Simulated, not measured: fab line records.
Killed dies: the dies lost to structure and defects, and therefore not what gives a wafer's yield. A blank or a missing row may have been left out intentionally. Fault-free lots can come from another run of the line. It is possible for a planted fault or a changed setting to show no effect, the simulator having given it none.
Chamber matching ; flow n5Finfet ; 3 sister chambers for N5_BEOL_M5_CURE_80 on uvCure-01
The step cures SiCOH lowk, time 120 s. 24 wafers are shown with their chamber, then 12 later ones without.

== WAFERS PAIRED WITH THEIR CHAMBERS ==
wafer;chamber;lampPowerPct (%);wafer_temp_C_max
L075.3;0;52.36;371.3
L075.5;0;52.38;370.7
L075.6;0;52.29;371.3
L080.1;1;52.23;370.8
L080.2;1;52.42;371.1
L080.6;1;52.36;370.7
L080.3;1;52.32;371.3
L080.4;1;52.36;371.1
L080.5;1;52.38;370.7
L082.3;1;52.31;371.0
L082.4;1;52.34;371.2
L082.5;1;52.22;370.8
L092.1;1;52.38;371.4
L092.4;1;52.29;371.2
L092.5;1;52.26;371.0
L091.1;1;52.18;370.9
L091.2;1;52.27;370.5
L091.5;1;52.27;370.7
L091.3;1;52.38;370.9
L091.4;1;52.36;370.8
L091.6;1;52.34;371.2
L093.1;2;52.26;370.9
L093.2;2;52.37;371.5
L093.5;2;52.22;370.4

SIGNATURES, as means of the wafers listed above
reading;chamber 0;chamber 1;chamber 2;scatter within a chamber
lampPowerPct;52.3433;52.3150;52.2833;0.0654
wafer_temp_C_max;371.100;370.961;370.933;0.298
Rule: a wafer lies at a distance from a chamber equal to the root of the sum of squares, over the readings, of (its reading less the chamber's mean, divided by the reading's scatter). If the next closest chamber is less than 2 further off than the closest, the wafer can't be placed; otherwise it belongs to the closest. How the scatter is found: for the shown wafers, subtract from each reading the mean of its chamber, square and add these, divide the total by (wafers less chambers), then take the root.

== WAFERS WITHOUT THEIR CHAMBER ==
wafer;lampPowerPct (%);wafer_temp_C_max
L095.1;52.28;371.5
L095.3;52.22;371.6
L095.5;52.30;371.6
L095.2;52.38;371.5
L095.4;52.32;371.8
L095.6;52.32;371.9
L097.1;52.38;371.6
L097.2;52.26;370.7
L097.4;52.37;371.2
L097.3;52.34;371.1
L097.5;52.24;371.1
L097.6;52.26;371.4

== WHICH CHAMBER EACH WENT THROUGH ==
wafer;from the rows above;in truth
L095.1;can't be placed: 0 or 1 or 2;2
L095.3;can't be placed: 2 or 0 or 1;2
L095.5;can't be placed: 0 or 1 or 2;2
L095.2;can't be placed: 0 or 1 or 2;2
L095.4;can't be placed: 0 or 1 or 2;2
L095.6;can't be placed: 0 or 1 or 2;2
L097.1;can't be placed: 0 or 1 or 2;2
L097.2;can't be placed: 2 or 1 or 0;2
L097.4;can't be placed: 0 or 1 or 2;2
L097.3;can't be placed: 0 or 1 or 2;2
L097.5;can't be placed: 2 or 1 or 0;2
L097.6;can't be placed: 2 or 0 or 1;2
Correct placement for 0 of the 12. Can't be placed from these rows: 12 (the true chamber is among the candidates in 12). Number placed wrongly: 0.
